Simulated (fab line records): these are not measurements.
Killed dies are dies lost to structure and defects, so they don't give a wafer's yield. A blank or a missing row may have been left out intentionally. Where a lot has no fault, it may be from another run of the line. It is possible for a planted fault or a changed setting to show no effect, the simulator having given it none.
Comparing a struck lot with a sound one -- flow nandHarc -- 15 steps out of a route of 1302
Sound: the wafers L522.1, L522.3, L522.6. Struck: wafer L531.4. (L531.5, L531.6 of the same lot were not struck and are left out.) The cause comes at the end.
Order at every step that has rows: each side's tool, ch and its chambers, its first start. Under that, the readings that differ: sound wafers -- struck wafers -- difference of the means -- sigmas: that difference in standard deviations of wafers without a fault.
alike: a reading whose means differ by less than 2 such deviations, as well as words and numbers matching on both sides. not compared: withheld readings; readings where some wafer has no value; bounds like >300 that might hide an equal value; numbers whose values overlap and for which the record gives no deviation.
A row with sigmas, a row that says differs or no value, or rows on one side alone: a step with any of these is where the two part. Numbers that have no deviation but don't overlap get no sigmas and don't part them. Lack of a reading on every wafer of one side parts them only where that side has two or more wafers.

first, 7 steps without rows for these wafers: NHARC_A_SLIT_HMDS_02 (time 30 s); NHARC_A_SLIT_COAT_03 (resist thk 90 nm); NHARC_A_SLIT_SOFTBAKE_04 (time 55 s); NHARC_A_SLIT_EBR_05; NHARC_A_SLIT_EXPOSE_06 (exposes mask SLIT); NHARC_A_SLIT_PEB_07 (peb time 65 s); NHARC_A_SLIT_DEVELOP_08 (develop time 35 s).
NHARC_A_SLIT_CD_MEAS_09 targets a cd of 300 nm.
  sound on cdSem-01 ch 0, day 22 14:38; struck on cdSem-01 ch 0, day 26 10:52
  alike: cdNm
NHARC_A_SLIT_OVL_MEAS_10:
  sound on overlay-02, day 22 14:44; struck on overlay-02, day 26 10:56
  alike: overlayXNm, overlayYNm
NHARC_A_SLIT_INSPECT_11:
  sound on defectInspect-01, day 22 14:46; struck on defectInspect-01, day 26 10:59
  alike: rawDefectCount
NHARC_A_SLIT_DESCUM_14: chemistry O2, time 3 s.
  sound on rieDiel-10 ch 0,3, day 22 14:50; struck on rieDiel-10 ch 2, day 26 11:03
  alike: drypumpMotorCurrentA, oesProductAu, rfVppV, showerheadPlenumPTorr, throttleValvePct
  not compared: rfHoursCounterH
NHARC_A_SLIT_ETCH_24: etches the open film in CF4/CHF3, target depth 121 nm, time 60.5 s.
  sound on rieDiel-10 ch 1,3, day 22 14:55; struck on rieDiel-10 ch 2, day 26 11:08
  alike: drypumpMotorCurrentA, oesProductAu, rfVppV, showerheadPlenumPTorr, throttleValvePct
  not compared: rfHoursCounterH
NHARC_A_SLIT_ETCH_15: etches the open film in O2/COS, target depth 6200 nm, time 1612 s.
  sound on rieDiel-10 ch 1,2, day 22 15:07; struck on rieDiel-10 ch 2, day 26 11:26
reading,sound,struck,difference,sigmas
oesProductAu (a.u.),0.995 0.969 1.001,0.865,-0.123,-9
  alike: cosFlowSccm, drypumpMotorCurrentA, rfVppV, showerheadPlenumPTorr, throttleValvePct
  not compared: rfHoursCounterH
NHARC_A_SLIT_ETCH_17: etches the open film in C4F8/O2/Ar, time 4254.5 s, target depth 20300 nm.
  sound on harEtch-01 ch 0,1, day 22 17:31; struck on harEtch-01 ch 1, day 26 13:31
  alike: drypumpMotorCurrentA, showerheadPlenumPTorr, throttleValvePct
  not compared: rfHoursCounterH
-- break in the record here, with 5 days between the starts of the struck wafers on either side (left off in module A_SLIT, picked up again in module END, where the first step shown is number 1302 on the route) --
NHARC_END_SORT_01:
  here the record holds rows for the struck wafers (prober-01 ch 0, day 31 21:34) but none for the sound ones

== WHERE THEY PART ==
Earliest at NHARC_A_SLIT_ETCH_15; latest, in this record, at NHARC_END_SORT_01.

WHY: the cause the simulator had injected
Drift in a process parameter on rieDiel-10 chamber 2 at NHARC_A_SLIT_ETCH_15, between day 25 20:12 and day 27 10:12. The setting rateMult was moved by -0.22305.
